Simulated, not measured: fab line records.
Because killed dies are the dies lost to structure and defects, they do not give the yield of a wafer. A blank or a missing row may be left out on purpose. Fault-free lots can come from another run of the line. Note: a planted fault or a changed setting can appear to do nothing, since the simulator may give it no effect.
fab line records :: flow nand-harc
record
  lots=11
  wafers=33
  last-day=24
route steps=1159 shown A_BLC@989 A_M0@1024 A_M1@1033
lots that met no fault: taken from a fault-free run of the same line
start-h: hours from the record's opening day to when the first of the lot's shown wafers began :: wait-h: hours from the lot's prior step to this one :: " same as the row above :: L1.1+2: a row that stands for several wafers :: - either no value or no given start :: * or withheld: withheld :: < > ~ a bound
route shown NAME@n: a module of which the file shows steps, and the number in the route of the first :: usual: mean and standard deviation over wafers with no fault :: same: alike in all rows :: chamber/n: place in a boat :: sites: the reading at each site :: _std_site: how widely they spread, as a standard deviation :: _edge_site: inner sites' mean taken away from outer sites' mean :: radius-mm: for every site, how far away it sits from the centre of the wafer :: mask NAME#n: copy n :: behind: tool/chamber where the wafer was last shaped :: hold: why the lot was held/for how many hours/how that ended :: device: names the non-switching transistor (n, p or np) :: end of line: at the end of the route, the tests of the same wafers :: a step without rows: its recipe alone :: killed: dies lost to structure and defects at the first sort, not the wafer's yield :: map: a wafer's dies, x killed, . not, _ none there
set.NAME: the setting as run; set.NAME@STEP: as run at that earlier step :: model.NAME: the simulator's own value behind a step, which no gauge read
the route's steps for a sample of lots (tables are steps, rows are wafers)
services: from which hour (start-h, from the record's first day; less than 0 if before it) a tool's chamber was out of use, for how many hours, and why
## steps
# step NHARC_A_BLC_CVD_24
# recipe
  target-thk-a=1500
  temp-c=300
  pressure-torr=40
  wf6-flow-sccm=40
  h2-flow-sccm=1600
  ar-flow-sccm=1560
  time-s=434
  material=W
# usual
  chamber-pressure-Torr=40.00/0.097
  heater-power-w=457/46
  susceptor-temp-C=299.99/0.17
  throttle-valve-pct=8.0/0.31
lot.wafer: L872.2
tool: cvd-w-01
chamber: 0
start-h: -
wait-h: -
chamber-pressure-Torr: 39.96
heater-power-w: 436
susceptor-temp-C: 300.00
throttle-valve-pct: 8.3

lot.wafer: L872.5
tool: cvd-w-01
chamber: 1
start-h: -
wait-h: -
chamber-pressure-Torr: 40.00
heater-power-w: 460
susceptor-temp-C: 300.23
throttle-valve-pct: 7.1

lot.wafer: L872.6
tool: cvd-w-01
chamber: 0
start-h: -
wait-h: -
chamber-pressure-Torr: 39.96
heater-power-w: 445
susceptor-temp-C: 299.96
throttle-valve-pct: 8.2

lot.wafer: L874.4
tool: cvd-w-02
chamber: 1
start-h: -
wait-h: -
chamber-pressure-Torr: 40.01
heater-power-w: 519
susceptor-temp-C: -
throttle-valve-pct: 8.2

lot.wafer: L874.3
tool: cvd-w-02
chamber: 0
start-h: -
wait-h: -
chamber-pressure-Torr: 40.07
heater-power-w: 404
susceptor-temp-C: -
throttle-valve-pct: 8.4

lot.wafer: L874.5
tool: cvd-w-02
chamber: 1
start-h: -
wait-h: -
chamber-pressure-Torr: 39.87
heater-power-w: 526
susceptor-temp-C: -
throttle-valve-pct: 8.2

lot.wafer: L876.1
tool: cvd-w-01
chamber: 0
start-h: -
wait-h: -
chamber-pressure-Torr: 39.91
heater-power-w: 442
susceptor-temp-C: 300.02
throttle-valve-pct: 8.5

lot.wafer: L876.5
tool: cvd-w-01
chamber: 0
start-h: -
wait-h: -
chamber-pressure-Torr: 40.07
heater-power-w: 449
susceptor-temp-C: 299.95
throttle-valve-pct: 8.1

lot.wafer: L876.6
tool: cvd-w-01
chamber: 1
start-h: -
wait-h: -
chamber-pressure-Torr: 40.09
heater-power-w: 440
susceptor-temp-C: 299.99
throttle-valve-pct: 7.3

lot.wafer: L877.2
tool: cvd-w-02
chamber: 0
start-h: -
wait-h: -
chamber-pressure-Torr: 39.85
heater-power-w: 396
susceptor-temp-C: 299.81
throttle-valve-pct: 7.6

lot.wafer: L877.1
tool: cvd-w-02
chamber: 1
start-h: -
wait-h: -
chamber-pressure-Torr: 40.03
heater-power-w: 517
susceptor-temp-C: 299.90
throttle-valve-pct: 8.1

lot.wafer: L877.6
tool: cvd-w-02
chamber: 0
start-h: -
wait-h: -
chamber-pressure-Torr: 39.99
heater-power-w: 414
susceptor-temp-C: 300.23
throttle-valve-pct: 7.9

lot.wafer: L878.2
tool: cvd-w-01
chamber: 1
start-h: -
wait-h: -
chamber-pressure-Torr: 39.94
heater-power-w: 459
susceptor-temp-C: 300.11
throttle-valve-pct: 7.5

lot.wafer: L878.4
tool: cvd-w-01
chamber: 1
start-h: -
wait-h: -
chamber-pressure-Torr: 40.08
heater-power-w: 461
susceptor-temp-C: 299.95
throttle-valve-pct: 7.6

lot.wafer: L878.6
tool: cvd-w-01
chamber: 0
start-h: -
wait-h: -
chamber-pressure-Torr: 39.99
heater-power-w: 442
susceptor-temp-C: 299.96
throttle-valve-pct: 8.2

lot.wafer: L880.1
tool: cvd-w-02
chamber: 1
start-h: -
wait-h: -
chamber-pressure-Torr: 39.91
heater-power-w: 527
susceptor-temp-C: -
throttle-valve-pct: 8.5

lot.wafer: L880.6
tool: cvd-w-02
chamber: 1
start-h: -
wait-h: -
chamber-pressure-Torr: 39.92
heater-power-w: 514
susceptor-temp-C: -
throttle-valve-pct: 8.4

lot.wafer: L880.5
tool: cvd-w-02
chamber: 0
start-h: -
wait-h: -
chamber-pressure-Torr: 40.02
heater-power-w: 418
susceptor-temp-C: -
throttle-valve-pct: 7.7

lot.wafer: L883.2
tool: cvd-w-02
chamber: 1
start-h: -
wait-h: -
chamber-pressure-Torr: 39.70
heater-power-w: 527
susceptor-temp-C: 300.07
throttle-valve-pct: 8.2

lot.wafer: L883.3
tool: cvd-w-02
chamber: 0
start-h: -
wait-h: -
chamber-pressure-Torr: 40.12
heater-power-w: 407
susceptor-temp-C: 299.97
throttle-valve-pct: 7.9

lot.wafer: L883.5
tool: cvd-w-02
chamber: 1
start-h: -
wait-h: -
chamber-pressure-Torr: 39.96
heater-power-w: 508
susceptor-temp-C: 300.29
throttle-valve-pct: 8.2

lot.wafer: L885.2
tool: cvd-w-01
chamber: 0
start-h: -
wait-h: -
chamber-pressure-Torr: 39.79
heater-power-w: 440
susceptor-temp-C: 300.06
throttle-valve-pct: 8.0

lot.wafer: L885.3
tool: cvd-w-01
chamber: 1
start-h: -
wait-h: -
chamber-pressure-Torr: 40.03
heater-power-w: 464
susceptor-temp-C: 299.66
throttle-valve-pct: 7.6

lot.wafer: L885.5
tool: cvd-w-01
chamber: 1
start-h: -
wait-h: -
chamber-pressure-Torr: 40.07
heater-power-w: 473
susceptor-temp-C: 299.97
throttle-valve-pct: 7.5

lot.wafer: L888.1
tool: cvd-w-01
chamber: 1
start-h: -
wait-h: -
chamber-pressure-Torr: 39.91
heater-power-w: 466
susceptor-temp-C: 299.98
throttle-valve-pct: 7.5

lot.wafer: L888.4
tool: cvd-w-01
chamber: 1
start-h: -
wait-h: -
chamber-pressure-Torr: 39.85
heater-power-w: 453
susceptor-temp-C: 300.30
throttle-valve-pct: 7.3

lot.wafer: L888.6
tool: cvd-w-01
chamber: 1
start-h: -
wait-h: -
chamber-pressure-Torr: 40.02
heater-power-w: 459
susceptor-temp-C: 300.17
throttle-valve-pct: 7.2

lot.wafer: L890.1
tool: cvd-w-02
chamber: 1
start-h: -
wait-h: -
chamber-pressure-Torr: 40.21
heater-power-w: 512
susceptor-temp-C: 299.97
throttle-valve-pct: 8.3

lot.wafer: L890.3
tool: cvd-w-02
chamber: 0
start-h: -
wait-h: -
chamber-pressure-Torr: 39.86
heater-power-w: 405
susceptor-temp-C: 299.78
throttle-valve-pct: 8.1

lot.wafer: L890.5
tool: cvd-w-02
chamber: 0
start-h: -
wait-h: -
chamber-pressure-Torr: 39.98
heater-power-w: 390
susceptor-temp-C: 300.08
throttle-valve-pct: 7.9

lot.wafer: L891.3
tool: cvd-w-01
chamber: 0
start-h: -
wait-h: -
chamber-pressure-Torr: 40.08
heater-power-w: 440
susceptor-temp-C: 299.88
throttle-valve-pct: 8.4

lot.wafer: L891.6
tool: cvd-w-01
chamber: 1
start-h: -
wait-h: -
chamber-pressure-Torr: 40.13
heater-power-w: 471
susceptor-temp-C: 300.12
throttle-valve-pct: 7.4

lot.wafer: L891.5
tool: cvd-w-01
chamber: 0
start-h: -
wait-h: -
chamber-pressure-Torr: 40.07
heater-power-w: 444
susceptor-temp-C: 299.85
throttle-valve-pct: 8.4
# step NHARC_A_M0_PRE_CLEAN_31
# recipe
  time-s=12
  temp-c=370
  rf-power-w=300
  gas=NH3
# usual
  heater-power-w=650/51
  susceptor-temp-C=370.02/0.21
lot.wafer: L872.2
tool: pecvd-02
chamber: 2
start-h: 404.65
wait-h: 0.1
heater-power-w: 652
susceptor-temp-C: 370.04

lot.wafer: L872.5
tool: pecvd-02
chamber: 0
start-h: 404.65
wait-h: 0.1
heater-power-w: 558
susceptor-temp-C: 369.84

lot.wafer: L872.6
tool: pecvd-02
chamber: 1
start-h: 404.65
wait-h: 0.1
heater-power-w: 672
susceptor-temp-C: 370.47

lot.wafer: L874.3
tool: pecvd-01
chamber: 1
start-h: 413.67
wait-h: 0.1
heater-power-w: 663
susceptor-temp-C: 369.88

lot.wafer: L874.4
tool: pecvd-01
chamber: 2
start-h: 413.67
wait-h: 0.1
heater-power-w: 571
susceptor-temp-C: 369.96

lot.wafer: L874.5
tool: pecvd-01
chamber: 1
start-h: 413.67
wait-h: 0.1
heater-power-w: 667
susceptor-temp-C: 369.46

lot.wafer: L876.1
tool: pecvd-03
chamber: 0
start-h: 421.59
wait-h: 0.3
heater-power-w: 633
susceptor-temp-C: 369.72

lot.wafer: L876.5
tool: pecvd-03
chamber: 2
start-h: 421.59
wait-h: 0.3
heater-power-w: 756
susceptor-temp-C: 370.00

lot.wafer: L876.6
tool: pecvd-03
chamber: 0
start-h: 421.59
wait-h: 0.3
heater-power-w: 634
susceptor-temp-C: 370.12

lot.wafer: L877.2
tool: pecvd-03
chamber: 0
start-h: 435.67
wait-h: 0.1
heater-power-w: 577
susceptor-temp-C: 370.11

lot.wafer: L877.1
tool: pecvd-03
chamber: 1
start-h: 435.67
wait-h: 0.1
heater-power-w: 732
susceptor-temp-C: 369.57

lot.wafer: L877.6
tool: pecvd-03
chamber: 2
start-h: 435.67
wait-h: 0.1
heater-power-w: 676
susceptor-temp-C: 370.01

lot.wafer: L878.2
tool: pecvd-01
chamber: 1
start-h: 449.79
wait-h: 0.1
heater-power-w: 681
susceptor-temp-C: 370.12

lot.wafer: L878.6
tool: pecvd-01
chamber: 2
start-h: 449.79
wait-h: 0.1
heater-power-w: 596
susceptor-temp-C: 369.99

lot.wafer: L878.4
tool: pecvd-01
chamber: 0
start-h: 449.79
wait-h: 0.1
heater-power-w: 590
susceptor-temp-C: 369.82

lot.wafer: L880.1
tool: pecvd-02
chamber: 0
start-h: 459.34
wait-h: 0.1
heater-power-w: 615
susceptor-temp-C: 369.48

lot.wafer: L880.5
tool: pecvd-02
chamber: 2
start-h: 459.34
wait-h: 0.1
heater-power-w: 660
susceptor-temp-C: 369.92

lot.wafer: L880.6
tool: pecvd-02
chamber: 1
start-h: 459.34
wait-h: 0.1
heater-power-w: 664
susceptor-temp-C: 370.05

lot.wafer: L883.2
tool: pecvd-01
chamber: 0
start-h: 482.81
wait-h: 0.1
heater-power-w: 716
susceptor-temp-C: 370.20

lot.wafer: L883.3
tool: pecvd-01
chamber: 2
start-h: 482.81
wait-h: 0.1
heater-power-w: 630
susceptor-temp-C: 370.16

lot.wafer: L883.5
tool: pecvd-01
chamber: 2
start-h: 482.81
wait-h: 0.1
heater-power-w: 612
susceptor-temp-C: 370.25

lot.wafer: L885.2
tool: pecvd-01
chamber: 1
start-h: 498.47
wait-h: 0.1
heater-power-w: 573
susceptor-temp-C: 369.76

lot.wafer: L885.3
tool: pecvd-01
chamber: 2
start-h: 498.47
wait-h: 0.1
heater-power-w: 631
susceptor-temp-C: 369.94

lot.wafer: L885.5
tool: pecvd-01
chamber: 2
start-h: 498.47
wait-h: 0.1
heater-power-w: 614
susceptor-temp-C: 370.18

lot.wafer: L888.1
tool: pecvd-01
chamber: 2
start-h: 517.84
wait-h: 0.3
heater-power-w: 620
susceptor-temp-C: 370.00

lot.wafer: L888.6
tool: pecvd-01
chamber: 1
start-h: 517.84
wait-h: 0.3
heater-power-w: 689
susceptor-temp-C: 370.22

lot.wafer: L888.4
tool: pecvd-01
chamber: 2
start-h: 517.84
wait-h: 0.3
heater-power-w: 617
susceptor-temp-C: 369.60

lot.wafer: L890.3
tool: pecvd-03
chamber: 2
start-h: 518.02
wait-h: 0.2
heater-power-w: 727
susceptor-temp-C: 370.23

lot.wafer: L890.1
tool: pecvd-03
chamber: 1
start-h: 518.02
wait-h: 0.2
heater-power-w: 659
susceptor-temp-C: 369.84

lot.wafer: L890.5
tool: pecvd-03
chamber: 0
start-h: 518.02
wait-h: 0.2
heater-power-w: 679
susceptor-temp-C: 370.09

lot.wafer: L891.3
tool: pecvd-03
chamber: 2
start-h: 521.21
wait-h: 0.1
heater-power-w: 676
susceptor-temp-C: 370.17

lot.wafer: L891.6
tool: pecvd-03
chamber: 0
start-h: 521.21
wait-h: 0.1
heater-power-w: 699
susceptor-temp-C: 370.12

lot.wafer: L891.5
tool: pecvd-03
chamber: 1
start-h: 521.21
wait-h: 0.1
heater-power-w: 699
susceptor-temp-C: 370.02
# step NHARC_A_M1_EXPOSE_06
# recipe
  na=1.35
  target-cd-nm=120
  dose-mj=75.13
  mask-id=A_M1
# usual
  exposure-dose-mJ-cm2=75.13/0.079
lot.wafer: L872.2
tool: arfi-scanner-02
chamber: 0
start-h: 405.82
wait-h: -
mask: A_M1#0
exposure-dose-mJ-cm2: 75.14

lot.wafer: L872.5
tool: arfi-scanner-02
chamber: 0
start-h: 405.82
wait-h: -
mask: A_M1#0
exposure-dose-mJ-cm2: 75.07

lot.wafer: L872.6
tool: arfi-scanner-02
chamber: 0
start-h: 405.82
wait-h: -
mask: A_M1#0
exposure-dose-mJ-cm2: 75.02

lot.wafer: L874.3
tool: arfi-scanner-03
chamber: 0
start-h: 414.87
wait-h: -
mask: A_M1#0
exposure-dose-mJ-cm2: 75.16

lot.wafer: L874.4
tool: arfi-scanner-03
chamber: 0
start-h: 414.87
wait-h: -
mask: A_M1#0
exposure-dose-mJ-cm2: 75.10

lot.wafer: L874.5
tool: arfi-scanner-03
chamber: 0
start-h: 414.87
wait-h: -
mask: A_M1#0
exposure-dose-mJ-cm2: 75.23

lot.wafer: L876.1
tool: arfi-scanner-03
chamber: 0
start-h: 422.67
wait-h: -
mask: A_M1#0
exposure-dose-mJ-cm2: 75.11

lot.wafer: L876.5
tool: arfi-scanner-03
chamber: 0
start-h: 422.67
wait-h: -
mask: A_M1#0
exposure-dose-mJ-cm2: 74.95

lot.wafer: L876.6
tool: arfi-scanner-03
chamber: 0
start-h: 422.67
wait-h: -
mask: A_M1#0
exposure-dose-mJ-cm2: 75.07

lot.wafer: L877.1
tool: arfi-scanner-01
chamber: 0
start-h: 436.89
wait-h: -
mask: A_M1#0
exposure-dose-mJ-cm2: 75.04

lot.wafer: L877.2
tool: arfi-scanner-01
chamber: 0
start-h: 436.89
wait-h: -
mask: A_M1#0
exposure-dose-mJ-cm2: 75.04

lot.wafer: L877.6
tool: arfi-scanner-01
chamber: 0
start-h: 436.89
wait-h: -
mask: A_M1#0
exposure-dose-mJ-cm2: 75.13

lot.wafer: L878.2
tool: arfi-scanner-02
chamber: 0
start-h: 450.96
wait-h: -
mask: A_M1#0
exposure-dose-mJ-cm2: 75.16

lot.wafer: L878.4
tool: arfi-scanner-02
chamber: 0
start-h: 450.96
wait-h: -
mask: A_M1#0
exposure-dose-mJ-cm2: 75.19

lot.wafer: L878.6
tool: arfi-scanner-02
chamber: 0
start-h: 450.96
wait-h: -
mask: A_M1#0
exposure-dose-mJ-cm2: 75.18

lot.wafer: L880.1
tool: arfi-scanner-01
chamber: 0
start-h: 460.51
wait-h: -
mask: A_M1#0
exposure-dose-mJ-cm2: 75.10

lot.wafer: L880.5
tool: arfi-scanner-01
chamber: 0
start-h: 460.51
wait-h: -
mask: A_M1#0
exposure-dose-mJ-cm2: 75.10

lot.wafer: L880.6
tool: arfi-scanner-01
chamber: 0
start-h: 460.51
wait-h: -
mask: A_M1#0
exposure-dose-mJ-cm2: 75.15

lot.wafer: L883.2
tool: arfi-scanner-02
chamber: 0
start-h: 483.98
wait-h: -
mask: A_M1#0
exposure-dose-mJ-cm2: 84.40

lot.wafer: L883.3
tool: arfi-scanner-02
chamber: 0
start-h: 483.98
wait-h: -
mask: A_M1#0
exposure-dose-mJ-cm2: 84.57

lot.wafer: L883.5
tool: arfi-scanner-02
chamber: 0
start-h: 483.98
wait-h: -
mask: A_M1#0
exposure-dose-mJ-cm2: 84.48

lot.wafer: L885.2
tool: arfi-scanner-01
chamber: 0
start-h: 499.65
wait-h: -
mask: A_M1#0
exposure-dose-mJ-cm2: 75.13

lot.wafer: L885.3
tool: arfi-scanner-01
chamber: 0
start-h: 499.65
wait-h: -
mask: A_M1#0
exposure-dose-mJ-cm2: 75.09

lot.wafer: L885.5
tool: arfi-scanner-01
chamber: 0
start-h: 499.65
wait-h: -
mask: A_M1#0
exposure-dose-mJ-cm2: 75.11

lot.wafer: L888.1
tool: arfi-scanner-02
chamber: 0
start-h: 519.08
wait-h: -
mask: A_M1#0
exposure-dose-mJ-cm2: 82.59

lot.wafer: L888.4
tool: arfi-scanner-02
chamber: 0
start-h: 519.08
wait-h: -
mask: A_M1#0
exposure-dose-mJ-cm2: 82.55

lot.wafer: L888.6
tool: arfi-scanner-02
chamber: 0
start-h: 519.08
wait-h: -
mask: A_M1#0
exposure-dose-mJ-cm2: 82.56

lot.wafer: L890.1
tool: arfi-scanner-03
chamber: 0
start-h: 519.23
wait-h: -
mask: A_M1#0
exposure-dose-mJ-cm2: 75.06

lot.wafer: L890.3
tool: arfi-scanner-03
chamber: 0
start-h: 519.23
wait-h: -
mask: A_M1#0
exposure-dose-mJ-cm2: 75.22

lot.wafer: L890.5
tool: arfi-scanner-03
chamber: 0
start-h: 519.23
wait-h: -
mask: A_M1#0
exposure-dose-mJ-cm2: 75.06

lot.wafer: L891.3
tool: arfi-scanner-03
chamber: 0
start-h: 522.36
wait-h: -
mask: A_M1#0
exposure-dose-mJ-cm2: 75.24

lot.wafer: L891.5
tool: arfi-scanner-03
chamber: 0
start-h: 522.36
wait-h: -
mask: A_M1#0
exposure-dose-mJ-cm2: 75.12

lot.wafer: L891.6
tool: arfi-scanner-03
chamber: 0
start-h: 522.36
wait-h: -
mask: A_M1#0
exposure-dose-mJ-cm2: 75.23
# step NHARC_A_M1_CD_MEAS_09
# recipe
  target-cd-nm=120
  landing-energy-ev=500
# usual
  cd-nm=120.3/0.41
lot.wafer: L872.2
tool: cd-sem-02
chamber: 0
start-h: 405.95
wait-h: -
cd-nm: 120.5

lot.wafer: L872.5
tool: cd-sem-02
chamber: 0
start-h: 405.95
wait-h: -
cd-nm: 120.3

lot.wafer: L872.6
tool: cd-sem-02
chamber: 0
start-h: 405.95
wait-h: -
cd-nm: 120.1

lot.wafer: L874.3
tool: cd-sem-02
chamber: 0
start-h: 415.00
wait-h: -
cd-nm: 120.1

lot.wafer: L874.4
tool: cd-sem-02
chamber: 0
start-h: 415.00
wait-h: -
cd-nm: 120.1

lot.wafer: L874.5
tool: cd-sem-02
chamber: 0
start-h: 415.00
wait-h: -
cd-nm: 120.6

lot.wafer: L876.1
tool: cd-sem-02
chamber: 0
start-h: 422.81
wait-h: -
cd-nm: 121.0

lot.wafer: L876.5
tool: cd-sem-02
chamber: 0
start-h: 422.81
wait-h: -
cd-nm: 120.6

lot.wafer: L876.6
tool: cd-sem-02
chamber: 0
start-h: 422.81
wait-h: -
cd-nm: 120.1

lot.wafer: L877.1
tool: cd-sem-03
chamber: 0
start-h: 437.03
wait-h: -
cd-nm: 120.0

lot.wafer: L877.2
tool: cd-sem-03
chamber: 0
start-h: 437.03
wait-h: -
cd-nm: 120.9

lot.wafer: L877.6
tool: cd-sem-03
chamber: 0
start-h: 437.03
wait-h: -
cd-nm: 120.4

lot.wafer: L878.2
tool: cd-sem-03
chamber: 0
start-h: 451.10
wait-h: -
cd-nm: 120.3

lot.wafer: L878.4
tool: cd-sem-03
chamber: 0
start-h: 451.10
wait-h: -
cd-nm: 119.9

lot.wafer: L878.6
tool: cd-sem-03
chamber: 0
start-h: 451.10
wait-h: -
cd-nm: 119.9

lot.wafer: L880.1
tool: cd-sem-02
chamber: 0
start-h: 460.65
wait-h: -
cd-nm: 120.0

lot.wafer: L880.5
tool: cd-sem-02
chamber: 0
start-h: 460.65
wait-h: -
cd-nm: 119.7

lot.wafer: L880.6
tool: cd-sem-02
chamber: 0
start-h: 460.65
wait-h: -
cd-nm: 120.6

lot.wafer: L883.2
tool: cd-sem-01
chamber: 0
start-h: 484.12
wait-h: -
cd-nm: 127.7

lot.wafer: L883.3
tool: cd-sem-01
chamber: 0
start-h: 484.12
wait-h: -
cd-nm: 127.4

lot.wafer: L883.5
tool: cd-sem-01
chamber: 0
start-h: 484.12
wait-h: -
cd-nm: 127.8

lot.wafer: L885.2
tool: cd-sem-01
chamber: 0
start-h: 499.78
wait-h: -
cd-nm: 120.0

lot.wafer: L885.3
tool: cd-sem-01
chamber: 0
start-h: 499.78
wait-h: -
cd-nm: 120.3

lot.wafer: L885.5
tool: cd-sem-01
chamber: 0
start-h: 499.78
wait-h: -
cd-nm: 120.6

lot.wafer: L888.1
tool: cd-sem-01
chamber: 0
start-h: 519.22
wait-h: -
cd-nm: 126.6

lot.wafer: L888.4
tool: cd-sem-01
chamber: 0
start-h: 519.22
wait-h: -
cd-nm: 126.0

lot.wafer: L888.6
tool: cd-sem-01
chamber: 0
start-h: 519.22
wait-h: -
cd-nm: 126.0

lot.wafer: L890.1
tool: cd-sem-01
chamber: 0
start-h: 519.37
wait-h: -
cd-nm: 120.1

lot.wafer: L890.3
tool: cd-sem-01
chamber: 0
start-h: 519.37
wait-h: -
cd-nm: 120.4

lot.wafer: L890.5
tool: cd-sem-01
chamber: 0
start-h: 519.37
wait-h: -
cd-nm: 120.5

lot.wafer: L891.3
tool: cd-sem-03
chamber: 0
start-h: 522.49
wait-h: -
cd-nm: 120.5

lot.wafer: L891.5
tool: cd-sem-03
chamber: 0
start-h: 522.49
wait-h: -
cd-nm: 119.9

lot.wafer: L891.6
tool: cd-sem-03
chamber: 0
start-h: 522.49
wait-h: -
cd-nm: 120.2
# step NHARC_A_M1_PRE_CLEAN_30
# recipe
  time-s=30
  temp-c=280
  gas=H2/He
# usual
  heater-power-w=405/40
  susceptor-temp-C=279.97/0.17
lot.wafer: L872.2
tool: pvd-sputter-01
chamber: -
start-h: -
wait-h: -
heater-power-w: 465
susceptor-temp-C: 280.11

lot.wafer: L872.6
tool: pvd-sputter-01
chamber: -
start-h: -
wait-h: -
heater-power-w: 398
susceptor-temp-C: 280.02

lot.wafer: L872.5
tool: pvd-sputter-01
chamber: -
start-h: -
wait-h: -
heater-power-w: 366
susceptor-temp-C: 280.13

lot.wafer: L874.4
tool: pvd-sputter-02
chamber: -
start-h: -
wait-h: -
heater-power-w: 386
susceptor-temp-C: 279.97

lot.wafer: L874.3
tool: pvd-sputter-02
chamber: -
start-h: -
wait-h: -
heater-power-w: 402
susceptor-temp-C: 279.90

lot.wafer: L874.5
tool: pvd-sputter-02
chamber: -
start-h: -
wait-h: -
heater-power-w: 390
susceptor-temp-C: 279.99

lot.wafer: L876.1
tool: pvd-sputter-01
chamber: -
start-h: -
wait-h: -
heater-power-w: 370
susceptor-temp-C: 280.14

lot.wafer: L876.6
tool: pvd-sputter-01
chamber: -
start-h: -
wait-h: -
heater-power-w: 463
susceptor-temp-C: 280.07

lot.wafer: L876.5
tool: pvd-sputter-01
chamber: -
start-h: -
wait-h: -
heater-power-w: 381
susceptor-temp-C: 279.79

lot.wafer: L877.1
tool: pvd-sputter-03
chamber: -
start-h: -
wait-h: -
heater-power-w: 496
susceptor-temp-C: 279.94

lot.wafer: L877.2
tool: pvd-sputter-03
chamber: -
start-h: -
wait-h: -
heater-power-w: 407
susceptor-temp-C: 280.25

lot.wafer: L877.6
tool: pvd-sputter-03
chamber: -
start-h: -
wait-h: -
heater-power-w: 408
susceptor-temp-C: 280.12

lot.wafer: L878.4
tool: pvd-sputter-01
chamber: -
start-h: -
wait-h: -
heater-power-w: 381
susceptor-temp-C: 279.93

lot.wafer: L878.2
tool: pvd-sputter-01
chamber: -
start-h: -
wait-h: -
heater-power-w: 479
susceptor-temp-C: 279.66

lot.wafer: L878.6
tool: pvd-sputter-01
chamber: -
start-h: -
wait-h: -
heater-power-w: 370
susceptor-temp-C: 280.11

lot.wafer: L880.1
tool: pvd-sputter-02
chamber: -
start-h: -
wait-h: -
heater-power-w: 407
susceptor-temp-C: 279.90

lot.wafer: L880.5
tool: pvd-sputter-02
chamber: -
start-h: -
wait-h: -
heater-power-w: 412
susceptor-temp-C: 279.88

lot.wafer: L880.6
tool: pvd-sputter-02
chamber: -
start-h: -
wait-h: -
heater-power-w: 396
susceptor-temp-C: 279.94

lot.wafer: L883.2
tool: pvd-sputter-01
chamber: -
start-h: -
wait-h: -
heater-power-w: 372
susceptor-temp-C: 279.84

lot.wafer: L883.3
tool: pvd-sputter-01
chamber: -
start-h: -
wait-h: -
heater-power-w: 463
susceptor-temp-C: 280.01

lot.wafer: L883.5
tool: pvd-sputter-01
chamber: -
start-h: -
wait-h: -
heater-power-w: 371
susceptor-temp-C: 280.10

lot.wafer: L885.2
tool: pvd-sputter-01
chamber: -
start-h: -
wait-h: -
heater-power-w: 394
susceptor-temp-C: 279.84

lot.wafer: L885.3
tool: pvd-sputter-01
chamber: -
start-h: -
wait-h: -
heater-power-w: 380
susceptor-temp-C: 279.69

lot.wafer: L885.5
tool: pvd-sputter-01
chamber: -
start-h: -
wait-h: -
heater-power-w: 394
susceptor-temp-C: 279.97

lot.wafer: L890.3
tool: pvd-sputter-02
chamber: -
start-h: -
wait-h: -
heater-power-w: 408
susceptor-temp-C: 279.90

lot.wafer: L890.1
tool: pvd-sputter-02
chamber: -
start-h: -
wait-h: -
heater-power-w: 373
susceptor-temp-C: 279.58

lot.wafer: L890.5
tool: pvd-sputter-02
chamber: -
start-h: -
wait-h: -
heater-power-w: 364
susceptor-temp-C: 279.82

lot.wafer: L888.4
tool: pvd-sputter-03
chamber: -
start-h: -
wait-h: -
heater-power-w: 435
susceptor-temp-C: 279.97

lot.wafer: L888.1
tool: pvd-sputter-03
chamber: -
start-h: -
wait-h: -
heater-power-w: 395
susceptor-temp-C: 279.96

lot.wafer: L888.6
tool: pvd-sputter-03
chamber: -
start-h: -
wait-h: -
heater-power-w: 437
susceptor-temp-C: 279.96

lot.wafer: L891.3
tool: pvd-sputter-03
chamber: -
start-h: -
wait-h: -
heater-power-w: 373
susceptor-temp-C: 279.85

lot.wafer: L891.5
tool: pvd-sputter-03
chamber: -
start-h: -
wait-h: -
heater-power-w: 368
susceptor-temp-C: 280.05

lot.wafer: L891.6
tool: pvd-sputter-03
chamber: -
start-h: -
wait-h: -
heater-power-w: 389
susceptor-temp-C: 279.83
## services
tool: cvd-w-02
chamber: -
start-h: 380.93
hours: 13.0
kind: pm

tool: cvd-w-02
chamber: 0
start-h: 380.93
hours: 13.0
kind: vent-cycle

tool: pvd-sputter-02
chamber: -
start-h: 381.98
hours: 14.3
kind: repair

tool: pvd-sputter-02
chamber: -
start-h: 396.29
hours: 10.0
kind: pm

tool: cvd-w-01
chamber: 0
start-h: 404.49
hours: 2.8
kind: repair

tool: arfi-scanner-03
chamber: -
start-h: 409.29
hours: 0.2
kind: repair

tool: pecvd-03
chamber: -
start-h: 416.29
hours: 0.8
kind: repair

tool: pecvd-01
chamber: -
start-h: 418.19
hours: 13.0
kind: pm

tool: arfi-scanner-02
chamber: -
start-h: 427.85
hours: 8.7
kind: repair

tool: arfi-scanner-03
chamber: -
start-h: 430.83
hours: 9.6
kind: repair

tool: pvd-sputter-01
chamber: -
start-h: 437.04
hours: 1.4
kind: repair

tool: pecvd-02
chamber: 2
start-h: 443.88
hours: 5.0
kind: repair

tool: pvd-sputter-03
chamber: -
start-h: 458.00
hours: 10.0
kind: pm

tool: arfi-scanner-02
chamber: -
start-h: 458.98
hours: 0.3
kind: repair

tool: pecvd-03
chamber: -
start-h: 473.28
hours: 13.0
kind: pm

tool: cvd-w-01
chamber: -
start-h: 474.92
hours: 13.0
kind: pm

tool: cvd-w-01
chamber: 0
start-h: 474.92
hours: 13.0
kind: vent-cycle

tool: cvd-w-01
chamber: 1
start-h: 474.92
hours: 15.8
kind: vent-cycle

tool: arfi-scanner-03
chamber: -
start-h: 484.00
hours: 4.0
kind: pm

tool: cvd-w-01
chamber: 0
start-h: 487.92
hours: -
kind: clean

tool: arfi-scanner-02
chamber: -
start-h: 494.96
hours: 0.7
kind: repair

tool: pvd-sputter-01
chamber: -
start-h: 503.72
hours: 3.3
kind: repair

tool: pvd-sputter-01
chamber: -
start-h: 514.01
hours: 10.0
kind: pm

tool: pecvd-02
chamber: -
start-h: 515.04
hours: 13.0
kind: pm
## key
first-sign
  step=NHARC_A_M1_EXPOSE_06
  reading=exposure-dose-mJ-cm2
  direction=up
  sigmas=99+
  usual=75.13
  struck=83.53
effect
  step=NHARC_A_M1_CD_MEAS_09
  reading=cd-nm
  direction=up
  sigmas=16
  usual=120.3
  struck=126.9
  through=control-loop
met-at NHARC_A_M1_EXPOSE_06
struck-lots L883,L888
loop-trim
  step=NHARC_A_M1_EXPOSE_06
  setting=dose
  lots=L888
not-acting-at NHARC_A_BLC_CVD_24,NHARC_A_M0_PRE_CLEAN_31,NHARC_A_M1_PRE_CLEAN_30
onset-between 450.96 483.98
fault
  kind=process-parameter-drift
  tool=arfi-scanner-02
  chamber=-
  onset-h=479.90
  steps=NHARC_A_M1_EXPOSE_06
  channel=dose-mj
  offset=9.3479
  shape=step
  acts-in=these-recipes-only
  stated=75.13
# loop-trim: a control loop set the setting to another value than it would have without faults
